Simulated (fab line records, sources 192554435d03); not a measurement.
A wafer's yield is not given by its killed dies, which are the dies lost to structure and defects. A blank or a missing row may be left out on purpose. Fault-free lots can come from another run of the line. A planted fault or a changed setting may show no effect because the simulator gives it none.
Chamber matching ; flow n5_finfet ; N5_GATE_CUT_SAC_CAP_01 on ald_sin-03 has 4 sister chambers
The step material SiNx, target thk 24 nm, pulse time 1 s, ald cycles 480. 18 wafers are shown with their chamber, then 9 later ones without.

## WAFERS, EACH WITH ITS CHAMBER
wafer;chamber;heater_power_w (W);precursor_pulse_height_rel
L074.2;2;784;1.011
L074.5;0;863;1.001
L074.6;3;830;0.984
L075.2;1;911;0.994
L075.3;2;791;0.959
L075.5;1;921;0.998
L076.1;1;923;1.009
L076.2;0;854;1.042
L076.5;0;855;1.018
L077.1;0;836;0.978
L077.2;1;930;0.993
L077.5;2;832;1.023
L080.1;0;833;0.981
L080.3;2;810;1.002
L080.4;1;928;1.014
L083.1;0;841;0.998
L083.3;3;811;1.022
L083.4;1;884;0.994

SIGNATURES (averages over the wafers above)
reading;chamber 0;chamber 1;chamber 2;chamber 3;scatter within a chamber
heater_power_w;847.00;916.17;804.25;820.50;16.4
precursor_pulse_height_rel;1.00300;1.00033;0.99875;1.00300;0.0213
Rule: distance of a wafer from a chamber = root of the sum over the readings of ((wafer's reading minus chamber's mean) / reading's scatter) squared. The wafer belongs to the nearest chamber; if the next one is less than 2 further off, it can't be placed. The scatter: the root of (the sum of the squares of (reading less its chamber's mean) over the shown wafers, divided by (wafers less chambers)).

## WAFERS MISSING THEIR CHAMBER
wafer;heater_power_w (W);precursor_pulse_height_rel
L087.1;813;0.991
L087.4;818;0.976
L087.5;825;1.025
L090.2;839;1.002
L090.4;823;1.017
L090.6;839;1.007
L094.2;860;1.007
L094.4;859;0.998
L094.6;809;0.998

## CHAMBER TAKEN BY EACH
wafer;from the rows above;in truth
L087.1;can't be placed: 2 or 3 or 0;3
L087.4;can't be placed: 3 or 2 or 0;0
L087.5;can't be placed: 3 or 0 or 2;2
L090.2;can't be placed: 0 or 3 or 2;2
L090.4;can't be placed: 3 or 2 or 0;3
L090.6;can't be placed: 0 or 3 or 2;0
L094.2;can't be placed: 0 or 3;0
L094.4;can't be placed: 0 or 3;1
L094.6;can't be placed: 2 or 3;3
0 of 9 placed correctly. These rows do not allow placing 9 (true chamber among the candidates in 8). Placed wrongly: 0.
